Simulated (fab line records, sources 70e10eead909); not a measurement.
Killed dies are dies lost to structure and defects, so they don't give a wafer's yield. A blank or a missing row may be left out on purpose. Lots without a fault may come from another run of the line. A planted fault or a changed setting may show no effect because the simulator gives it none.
Tool commonality check | flow nand_harc | 1 lot, 3 wafers sampled

WHY IT WAS OPENED
At NHARC_END_SORT_01 the reading killed_at_array is flagged on 1 of 1 lot. Wafers without a fault read 27, standard deviation 10.
Rule: a lot is flagged when every wafer of it that has a number lies more than 4 standard deviations from that mean, or none has a number. The other lots count as sound.

lot  | measured     | on        | killed_at_array, wafer by wafer | flag
L688 | day 20 16:42 | prober-02 | 467 484 487                     | FLAGGED
The numbers of the flagged lots are 479 on average: +452 against the usual, or +45 standard deviations.

WHICH TOOL RAN EACH LOT
The record holds 2 process steps before the reading, out of a route of 1159 steps. In each cell: the tool, then ch and the chambers that the sampled wafers went through, then the start.
lot  | flag    | NHARC_A_M0_ECD_22              | NHARC_A_BONDPAD_CMP_19
L688 | FLAGGED | ecd_cu-01 ch 0,1, day 18 06:14 | cmp-03 ch 1,2, day 18 15:53
What these steps do:
- NHARC_A_M0_ECD_22: material Cu, target thk 400 nm.
- NHARC_A_BONDPAD_CMP_19: polishes, t overpolish 30 s, cu recess touch 16 s, target thk 169.8 nm.
- NHARC_END_SORT_01

FLAGGED OVER TOTAL, TOOL BY TOOL (the gauges that took the reading come last)
step                   | tool      | lots run | flagged | share of the flagged lots | sound lots run after its first flagged lot
NHARC_A_M0_ECD_22      | ecd_cu-01 | 1        | 1       | all                       | 0
NHARC_A_BONDPAD_CMP_19 | cmp-03    | 1        | 1       | all                       | 0
NHARC_END_SORT_01      | prober-02 | 1        | 1       | all                       | 0

WHAT THE TABLE ALLOWS
3 rows of the table ran every flagged lot: ecd_cu-01 at NHARC_A_M0_ECD_22, cmp-03 at NHARC_A_BONDPAD_CMP_19, prober-02 at NHARC_END_SORT_01.
- ecd_cu-01 at NHARC_A_M0_ECD_22: 1 of its 1 lot flagged. It ran no sound lot before its first flagged lot in this sample, so the start can't be narrowed down.
- cmp-03 at NHARC_A_BONDPAD_CMP_19: 1 of its 1 lot flagged. It ran no sound lot before its first flagged lot in this sample, so the start can't be narrowed down.
- prober-02 at NHARC_END_SORT_01: 1 of its 1 lot flagged. It ran no sound lot before its first flagged lot in this sample, so the start can't be narrowed down.
Counting lots can't tell these 3 tools apart, because each fits a fault that began at some hour. More lots, or a look at what each step does to the wafer, might.

WHAT THE SIMULATOR HAD PUT IN
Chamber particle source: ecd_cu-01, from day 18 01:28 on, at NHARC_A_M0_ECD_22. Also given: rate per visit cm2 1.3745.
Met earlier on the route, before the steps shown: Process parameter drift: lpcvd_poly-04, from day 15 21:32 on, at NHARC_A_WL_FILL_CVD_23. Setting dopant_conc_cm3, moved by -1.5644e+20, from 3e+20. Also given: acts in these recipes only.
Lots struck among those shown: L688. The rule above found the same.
